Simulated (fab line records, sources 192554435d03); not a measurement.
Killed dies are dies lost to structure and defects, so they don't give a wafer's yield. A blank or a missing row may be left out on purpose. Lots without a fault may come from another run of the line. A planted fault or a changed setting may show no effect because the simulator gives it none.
Chamber matching | flow n5_finfet | N5_HKMG_FIN_ETCH_35 on rie_diel-03: 4 sister chambers
The step etches SOC in N2/H2, target depth 215.8 nm, time 243.4 s. 7 wafers are shown with their chamber, then 7 later ones without.

WAFERS WITH THEIR CHAMBER
wafer  | chamber | showerhead_plenum_p_Torr (Torr) | throttle_valve_pct (%)
L076.6 | 1       | 2.69                            | 17.34
L078.3 | 0       | 2.46                            | 17.77
L082.2 | 2       | 2.46                            | 17.95
L082.4 | 3       | 2.69                            | 17.62
L082.5 | 0       | 2.46                            | 17.77
L085.1 | 2       | 2.46                            | 17.97
L085.4 | 3       | 2.68                            | 17.64

WAFERS WITHOUT THEIR CHAMBER
wafer  | showerhead_plenum_p_Torr (Torr) | throttle_valve_pct (%)
L085.5 | 2.46                            | 17.99
L090.4 | 2.68                            | 17.67
L090.5 | 2.46                            | 18.01
L090.6 | 2.68                            | 17.38
L092.4 | 2.68                            | 17.40
L092.5 | 2.68                            | 17.38
L092.6 | 2.46                            | 18.00

WHICH CHAMBER EACH WENT THROUGH
wafer  | from the rows above | in truth
L085.5 | 2                   | 2
L090.4 | 3                   | 3
L090.5 | 2                   | 2
L090.6 | 1                   | 1
L092.4 | 1                   | 1
L092.5 | 1                   | 1
L092.6 | 2                   | 2
Placed correctly: 7 of 7. Can't be placed from these rows: 0. Placed wrongly: 0.
How it was worked out, from the rows above alone: a wafer's distance from a chamber is the root of the sum, over the readings, of the square of ((its reading less the chamber's mean) divided by the reading's scatter). The wafer belongs to the nearest chamber; if the next one is less than 2 further off, it can't be placed. A chamber's mean is the mean of its shown wafers. The scatter: the root of (the sum of the squares of (reading less its chamber's mean) over the shown wafers, divided by (wafers less chambers)).
